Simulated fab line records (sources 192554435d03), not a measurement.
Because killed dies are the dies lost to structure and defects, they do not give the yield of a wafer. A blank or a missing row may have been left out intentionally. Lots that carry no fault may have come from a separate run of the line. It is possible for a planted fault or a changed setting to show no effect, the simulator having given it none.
Split-lot experiment	flow n5-finfet	on a route of 1938 steps: 7 lots, 21 wafers read

ON THE SPLIT
At N5_BEOL_M8_COAT_22 (resist thk 30 nm), the setting spin-rpm was moved away from the recipe's 1500 rpm on 7 of the 21 wafers read, by -9.4% to +4.9%. All remaining wafers had this setting at the recipe value.

FROM THE SPLIT TO THE READING: what the file shows between them, 4 steps
- N5_BEOL_M8_EXPOSE_25: exposes mask V7, target cd 40 nm (also split here: dose-mj)
- N5_BEOL_M8_PEB_26: peb time 60 s
- N5_BEOL_M8_DEVELOP_27: develop time 30 s
- N5_BEOL_M8_CD_MEAS_28: target cd 40 nm

THE READING
CAR-EUV_of_BEOL_M8_COAT_22.thk-nm (the simulator's own value, which no gauge read), in nm, at N5_BEOL_M8_DESCUM_33 (chemistry O2, time 7 s). The file gives no usual value for it. Average 26.1 nm, standard deviation 0.12 nm, over the 14 wafers here run with the recipe.

wafer	tool, chamber at the split	spin-rpm as run, rpm	against the recipe	CAR-EUV_of_BEOL_M8_COAT_22.thk-nm, nm	against lot-mates on the recipe
L084.3	litho-track-03, 0	1500	recipe	26	-
L084.4	litho-track-03, 0	1500	recipe	26	-
L084.5	litho-track-03, 0	1500	recipe	26	-
L086.3	litho-track-03, 0	1433	-4.5%	26.8	+0.8
L086.5	litho-track-03, 0	1433	-4.5%	26.6	+0.6
L086.6	litho-track-03, 0	1500	recipe	26	-
L090.3	litho-track-03, 0	1500	recipe	26	-
L090.4	litho-track-03, 0	1573	+4.9%	25.4	-0.6
L090.6	litho-track-03, 0	1573	+4.9%	25.6	-0.4
L089.1	litho-track-04, 0	1500	recipe	26.2	-
L089.2	litho-track-04, 0	1412	-5.9%	27.2	+0.9
L089.6	litho-track-04, 0	1500	recipe	26.4	-
L091.3	litho-track-03, 0	1500	recipe	26.2	-
L091.4	litho-track-03, 0	1359	-9.4%	27.6	+1.4
L091.6	litho-track-03, 0	1359	-9.4%	27.6	+1.4
L094.1	litho-track-03, 0	1500	recipe	26	-
L094.2	litho-track-03, 0	1500	recipe	26	-
L094.5	litho-track-03, 0	1500	recipe	26	-
L097.1	litho-track-04, 0	1500	recipe	26.2	-
L097.2	litho-track-04, 0	1500	recipe	26	-
L097.6	litho-track-04, 0	1500	recipe	26.2	-

FIT RESULTS
A straight line over all 21 wafers: CAR-EUV_of_BEOL_M8_COAT_22.thk-nm changes by -0.153 nm for each +1% of spin-rpm; r = -0.97; the points scatter about the line by 0.14 nm.
The same after taking each lot's own level away (the mean of its wafers on the recipe; 21 wafers): -0.14 nm for each +1%; r = -0.99; scatter 0.091 nm.
The reading moves by 1.3 nm for the largest change in spin-rpm, on that fit.
The span of the lots' own levels, 26.00 to 26.30 nm, comes to 2.4 times the standard deviation stated above.
Consequently the slope shifts little with the lot-to-lot level, the two slopes agreeing.
Check: +1.34 nm against its lot-mates is what the line predicts for one of the wafers moved furthest among these (-9.4%) when that wafer is left out of the fit. Against them it came out at +1.4 nm.

ADDITIONAL SPLITS CARRIED BY THESE WAFERS
These wafers also went through other splits before the reading. Each is held against what the fit with the lots' levels taken away leaves over:
other split on the same wafers	wafers away from the commonest value	r with CAR-EUV_of_BEOL_M8_COAT_22.thk-nm (lot level and that fit taken away)
N5_BEOL_M6_COAT_22 spin-rpm	7	-0.07
N5_BEOL_M8_EXPOSE_25 dose-mj	9	-0.22

THE WHOLE CHAIN: every reading that the file lists as answering this split, in the file's order
step	what it does	reading	change (the file's fit)	r (the file's)
N5_BEOL_M8_COAT_22	resist thk 30 nm	CAR-EUV_of_BEOL_M8_COAT_22.thk-nm (the simulator's own value, which no gauge read)	-0.148 nm for each +1% of the setting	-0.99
N5_BEOL_M8_DESCUM_33	chemistry O2, time 7 s	CAR-EUV_of_BEOL_M8_COAT_22.thk-nm (the simulator's own value, which no gauge read)	-0.144 nm for each +1% of the setting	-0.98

FILE'S OWN FIT
CAR-EUV_of_BEOL_M8_COAT_22.thk-nm changes by -0.144 nm for each +1% of spin-rpm, r = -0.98.
